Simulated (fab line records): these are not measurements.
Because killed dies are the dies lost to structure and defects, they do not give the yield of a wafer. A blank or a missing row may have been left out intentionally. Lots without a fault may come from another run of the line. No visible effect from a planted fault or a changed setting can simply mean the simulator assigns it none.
Split-lot trial | flow n5_finfet | on a route of 1938 steps: 7 lots, 21 wafers read

== THE SPLIT ==
At N5_BEOL_M5_ETCH_68 (etches SOC in N2/H2, target depth 80 nm, overetch 16 nm, time 120 s), the setting time_s was moved away from the recipe's 120 s on 8 of the 21 wafers read, by -21.1% to +20.9%. This setting was run at the recipe's value on the other wafers.

The reading is taken at the split's own step.

== THE READING ==
SiARC_of_BEOL_M5_COAT_66.thk_nm (the simulator's own value, which no gauge read), in nm, at N5_BEOL_M5_ETCH_68 (etches SOC in N2/H2, target depth 80 nm, overetch 16 nm, time 120 s). The file gives no usual value for it. Here, 13 wafers ran the recipe; their average is 6.4 nm with a standard deviation of 0.11 nm.

wafer  | tool, chamber at the split | time_s as run, s | against the recipe | SiARC_of_BEOL_M5_COAT_66.thk_nm, nm | against lot-mates on the recipe
L079.2 | rie_diel-02, 2,3,1         | 120              | recipe             | 6.4                                 | -
L079.4 | rie_diel-02, 2,3,1         | 120              | recipe             | 6.4                                 | -
L079.5 | rie_diel-02, 2,3,1         | 120              | recipe             | 6.4                                 | -
L084.1 | rie_diel-02, 3             | 120              | recipe             | 6.4                                 | -
L084.4 | rie_diel-02, 2,0           | 112.4            | -6.3%              | 6.6                                 | +0.2
L084.6 | rie_diel-02, 2,0           | 112.4            | -6.3%              | 6.6                                 | +0.2
L082.2 | rie_diel-02, 3             | 120              | recipe             | 6.4                                 | -
L082.4 | rie_diel-02, 2             | 94.71            | -21.1%             | 7.6                                 | +1.2
L082.5 | rie_diel-02, 2             | 94.71            | -21.1%             | 7.6                                 | +1.2
L080.1 | rie_diel-06, 1,2           | 120              | recipe             | 6.4                                 | -
L080.2 | rie_diel-06, 1,2           | 120              | recipe             | 6.4                                 | -
L080.6 | rie_diel-06, 0             | 120              | recipe             | 6.6                                 | -
L092.1 | rie_diel-06, 2             | 120              | recipe             | 6.2                                 | -
L092.2 | rie_diel-06, 1             | 120              | recipe             | 6.4                                 | -
L092.5 | rie_diel-06, 1             | 120              | recipe             | 6.4                                 | -
L091.1 | rie_diel-06, 2,3           | 120              | recipe             | 6.2                                 | -
L091.3 | rie_diel-06, 2,3           | 120              | recipe             | 6.2                                 | -
L091.4 | rie_diel-06, 0             | 102.3            | -14.8%             | 7.2                                 | +1.0
L097.2 | rie_diel-05, 2,2,1         | 145.1            | +20.9%             | 5.4                                 | no lot-mate on the recipe
L097.5 | rie_diel-05, 2,2,1         | 145.1            | +20.9%             | 5.4                                 | no lot-mate on the recipe
L097.6 | rie_diel-05, 2,2,1         | 145.1            | +20.9%             | 5.4                                 | no lot-mate on the recipe
When a row names more than one chamber, that row covers several wafers, and the file does not tell which wafer ran in which chamber.

THE FIT
A straight line over all 21 wafers: SiARC_of_BEOL_M5_COAT_66.thk_nm changes by -0.0511 nm for each +1% of time_s; r = -0.98; the points scatter about the line by 0.11 nm.
The same after taking each lot's own level away (the mean of its wafers on the recipe; 18 wafers): -0.058 nm for each +1%; r = -0.98; scatter 0.089 nm.
That fit puts the effect of the largest move of time_s on the reading at 1.2 nm.
Across the lots, their own levels run from 6.20 to 6.47 nm, a range of 2.5 times the standard deviation given above.
In other words, the slope is changed by the lot-to-lot level; the two fits disagree.
Check: with one of the wafers moved furthest among these (-21.1%) left out of the fit, the line predicts +1.21 nm for it against its lot-mates. It came out at +1.2 nm against them.

== OTHER SPLITS APPLIED TO THESE WAFERS ==
Other splits were also applied to these wafers ahead of the reading. Each is held against what the fit with the lots' levels taken away leaves over:
other split on the same wafers    | wafers away from the commonest value | r with SiARC_of_BEOL_M5_COAT_66.thk_nm (lot level and that fit taken away)
N5_BEOL_M2_EXPOSE_08 dose_mj      | 8                                    | +0.07
N5_BEOL_M2_TRENCH_ETCH_37 bias_w  | 4                                    | +0.13
N5_BEOL_M3_ETCH_70 source_w       | 7                                    | -0.21
N5_BEOL_M3_ETCH_41 target_depth_a | 5                                    | +0.26
N5_BEOL_M4_ETCH_70 bias_w         | 8                                    | +0.11
N5_BEOL_M4_TRENCH_ETCH_37 bias_w  | 9                                    | -0.26

== THE FILE'S OWN FIT ==
SiARC_of_BEOL_M5_COAT_66.thk_nm changes by -0.0589 nm for each +1% of time_s, r = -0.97.
